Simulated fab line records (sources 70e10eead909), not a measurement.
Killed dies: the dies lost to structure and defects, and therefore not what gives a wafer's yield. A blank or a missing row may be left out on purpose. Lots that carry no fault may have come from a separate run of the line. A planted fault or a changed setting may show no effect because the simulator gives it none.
Which tool was responsible?	flow nand harc	40 wafers from 14 lots sampled at 6 of the route's 1302 steps

## WHAT THE GAUGES SHOWED, per wafer
NHARC_P_BONDPAD_THK_MEAS_33: measures by ellipsometry. Usual: 199.9 nm for thk nm, sd 1.5.
lot	measured	on	thk nm (nm)	flag
L877	day 6 22:53	film metro-02	202.1 199.7 200.1	
L879	day 7 18:28	film metro-01	200.2 200.2 200.4	
L880	day 7 20:27	film metro-01	198.2 199.2 199.3	
L881	day 8 09:50	film metro-01	200.1 201.8 200.8	
L882	day 8 16:06	film metro-02	200.0 201.1 199.6	
L883	day 9 03:11	film metro-01	200.2 198.9 200.4	
L884	day 9 20:17	film metro-02	199.5 201.0 199.4	
L885	day 9 21:08	film metro-02	200.2 200.1 198.3	
L886	day 10 13:58	film metro-01	199.1 199.3 199.1	
L888	day 11 12:01	film metro-02	198.6 201.0 197.3	
L889	day 11 17:41	film metro-01	199.8 197.8 199.1	
L892	day 12 14:11	film metro-02	186.0 190.3	OFF
L893	day 13 08:36	film metro-01	185.0 190.4	OFF
L900	day 16 02:15	film metro-02	199.8 201.4 200.5	

NHARC_END_SORT_01. Usual: for defect limited yield, 91 % with a standard deviation of 3; for killed at array, 59 with a standard deviation of 20; for killed at other, 0.8 with a standard deviation of 1; for killed at periphery, 3.2 with a standard deviation of 2.1; for killed dies, 63 with a standard deviation of 21; for killed open, 3.0 with a standard deviation of 1.9; for killed short, 2.3 with a standard deviation of 1.5.
lot	measured	on	defect limited yield (%)	killed at array	killed at other	killed at periphery	killed dies	killed open	killed short	flag
L883	day 27 13:29	prober-01	91 90 89	59 68 74	0 0 0	2 1 3	61 69 77	3 1 3	2 1 4	
L889	day 29 06:05	prober-01	84 86 87	103 93 85	1 0 0	1 0 3	105 93 88	1 2 5	1 1 2	

## TOOL THAT RAN EACH LOT (tool first, then ch and the chambers of the sampled wafers, then the start)
lot	NHARC_P_M2_PRE_CLEAN_30	NHARC_P_M2_CMP_23	NHARC_P_M2_PRE_CLEAN_32	NHARC_P_BONDPAD_DEP_00
L877	pvd sputter-02, day 6 21:11 or earlier	cmp-03 ch 1,2, day 6 21:11	pecvd-03 ch 0,2, day 6 21:44	pecvd-02 ch 0,2, day 6 22:16
L879	pvd sputter-03, day 7 16:46 or earlier	cmp-03 ch 1,2, day 7 16:46	pecvd-03 ch 0,1, day 7 17:20	pecvd-04 ch 0,1,2, day 7 17:48
L880	pvd sputter-01, day 7 18:49 or earlier	cmp-02 ch 0,2,3, day 7 18:49	pecvd-03 ch 0,1,2, day 7 19:20	pecvd-04 ch 0,1,2, day 7 19:56
L881	pvd sputter-02, day 8 08:11 or earlier	cmp-03 ch 0,1,3, day 8 08:11	pecvd-03 ch 0,1,2, day 8 08:41	pecvd-04 ch 0,1,2, day 8 09:14
L882	pvd sputter-03, day 8 14:26 or earlier	cmp-02 ch 0,1, day 8 14:26	pecvd-03 ch 0,2, day 8 14:57	pecvd-02 ch 0,1, day 8 15:29
L883	pvd sputter-02, day 9 01:31 or earlier	cmp-03 ch 1,3, day 9 01:31	pecvd-02 ch 0,2, day 9 02:03	pecvd-04 ch 0,1,2, day 9 02:37
L884	pvd sputter-01, day 9 18:36 or earlier	cmp-03 ch 2,3, day 9 18:36	pecvd-02 ch 0,2, day 9 19:08	pecvd-03 ch 0,1,2, day 9 19:40
L885	pvd sputter-03, day 9 19:26 or earlier	cmp-02 ch 0,2,3, day 9 19:26	pecvd-02 ch 0,2, day 9 19:59	pecvd-04 ch 0,1, day 9 20:28
L886	pvd sputter-02, day 10 12:17 or earlier	cmp-03 ch 1,3, day 10 12:17	pecvd-02 ch 0,1,2, day 10 12:50	pecvd-02 ch 0,2, day 10 13:21
L888	pvd sputter-02, day 11 10:20 or earlier	cmp-04 ch 0,1, day 11 10:20	pecvd-04 ch 0,1, day 11 10:52	pecvd-03 ch 0,2, day 11 11:25
L889	pvd sputter-03, day 11 16:00 or earlier	cmp-04 ch 0,1, day 11 16:00	pecvd-02 ch 1,2, day 11 16:32	pecvd-04 ch 0,2, day 11 17:02
L892	pvd sputter-01, day 12 12:17 or earlier	cmp-04 ch 1, day 12 12:17	pecvd-02 ch 0, day 12 12:55	pecvd-03 ch 0,2, day 12 13:36
L893	pvd sputter-01, day 13 06:51 or earlier	cmp-02 ch 0, day 13 06:51	pecvd-04 ch 1,2, day 13 07:23	pecvd-03 ch 1,2, day 13 08:02
L900	pvd sputter-02, day 16 00:33 or earlier	cmp-04 ch 0,1,2, day 16 00:33	pecvd-03 ch 0,1, day 16 01:07	pecvd-02 ch 1,2, day 16 01:38
- NHARC_P_M2_PRE_CLEAN_30: time 30 s.
- NHARC_P_M2_CMP_23: polishes, t overpolish 20 s, target thk 144.3 nm.
- NHARC_P_M2_PRE_CLEAN_32: time 12 s.
- NHARC_P_BONDPAD_DEP_00: deposits SiCN, target thk 250 nm.

## WHAT THE TOOLS THEMSELVES READ (means of the sampled wafers that have a number; where no wafer has one, the mark that the record gives instead)
NHARC_P_M2_PRE_CLEAN_30. Usual: 441 W for heater power w, sd 32.
lot	tool	heater power w (W)	flag
L877	pvd sputter-02	470	
L879	pvd sputter-03	398	
L880	pvd sputter-01	456	
L881	pvd sputter-02	418	
L882	pvd sputter-03	387	
L883	pvd sputter-02	458	
L884	pvd sputter-01	466	
L885	pvd sputter-03	392	
L886	pvd sputter-02	441	
L888	pvd sputter-02	446	
L889	pvd sputter-03	379	
L892	pvd sputter-01	439	
L893	pvd sputter-01	442	
L900	pvd sputter-02	462	

NHARC_P_M2_CMP_23. Usual: motor current A 12.1 A, standard deviation 1.1; time to endpoint s 29 s, standard deviation 3.1.
lot	tool	motor current A (A)	time to endpoint s (s)	flag
L877	cmp-03	11.9	31	
L879	cmp-03	12.0	29	
L880	cmp-02	11.4	27	
L881	cmp-03	12.8	30	
L882	cmp-02	12.1	29	
L883	cmp-03	12.7	28	
L884	cmp-03	12.4	24	
L885	cmp-02	11.8	25	
L886	cmp-03	12.8	33	
L888	cmp-04	10.4	29	
L889	cmp-04	11.4	30	
L892	cmp-04	10.6	32	
L893	cmp-02	11.9	26	
L900	cmp-04	11.8	27	

NHARC_P_M2_PRE_CLEAN_32. Usual: 667 W for heater power w, sd 81.
lot	tool	heater power w (W)	flag
L877	pecvd-03	664	
L879	pecvd-03	632	
L880	pecvd-03	673	
L881	pecvd-03	643	
L882	pecvd-03	651	
L883	pecvd-02	666	
L884	pecvd-02	650	
L885	pecvd-02	716	
L886	pecvd-02	740	
L888	pecvd-04	537	
L889	pecvd-02	745	
L892	pecvd-02	616	
L893	pecvd-04	682	
L900	pecvd-03	630	

NHARC_P_BONDPAD_DEP_00. Usual: chamber pressure Torr 2.999 Torr, standard deviation 0.0063; heater power w 603 W, standard deviation 83.
lot	tool	chamber pressure Torr (Torr)	heater power w (W)	flag
L877	pecvd-02	2.991	682	
L879	pecvd-04	2.995	593	
L880	pecvd-04	3.003	615	
L881	pecvd-04	2.997	599	
L882	pecvd-02	2.999	567	
L883	pecvd-04	2.998	552	
L884	pecvd-03	3.000	581	
L885	pecvd-04	3.003	516	
L886	pecvd-02	3.003	683	
L888	pecvd-03	2.996	568	
L889	pecvd-04	2.995	661	
L892	pecvd-03	3.005	540	
L893	pecvd-03	3.007	542	
L900	pecvd-02	3.000	687	

## THE ANSWER, worked out from the rows above alone
Rule: take the mean of a lot's wafers that have a number; if it is more than 3 standard deviations from the usual mean, the lot is off. Also off: a lot with no number at a reading for which 4 or more lots have one. Where the step has rows for the other lots, those lots are counted as sound. First the gauges in route order, then the tools' own readings, where a lot's mean is used as printed above. At the first step where some lot is off, the reading lying furthest off is the one used; lots without a number count as furthest.
Off, at NHARC_P_BONDPAD_THK_MEAS_33 on thk nm: L892, L893.
A tool fits if, at a process step before that reading, it ran every lot that is off, and no sound lot after the first of them. Gauges at NHARC_P_BONDPAD_THK_MEAS_33: tried the same way as those tools. Because NHARC_P_M2_PRE_CLEAN_30 lacks a start for some lots, the hours and order of its lots are taken from NHARC_P_M2_CMP_23. This does not decide it: 2 tools fit, namely pvd sputter-01 at NHARC_P_M2_PRE_CLEAN_30 and pecvd-03 at NHARC_P_BONDPAD_DEP_00.

## WHAT WAS PUT IN BY THE SIMULATOR
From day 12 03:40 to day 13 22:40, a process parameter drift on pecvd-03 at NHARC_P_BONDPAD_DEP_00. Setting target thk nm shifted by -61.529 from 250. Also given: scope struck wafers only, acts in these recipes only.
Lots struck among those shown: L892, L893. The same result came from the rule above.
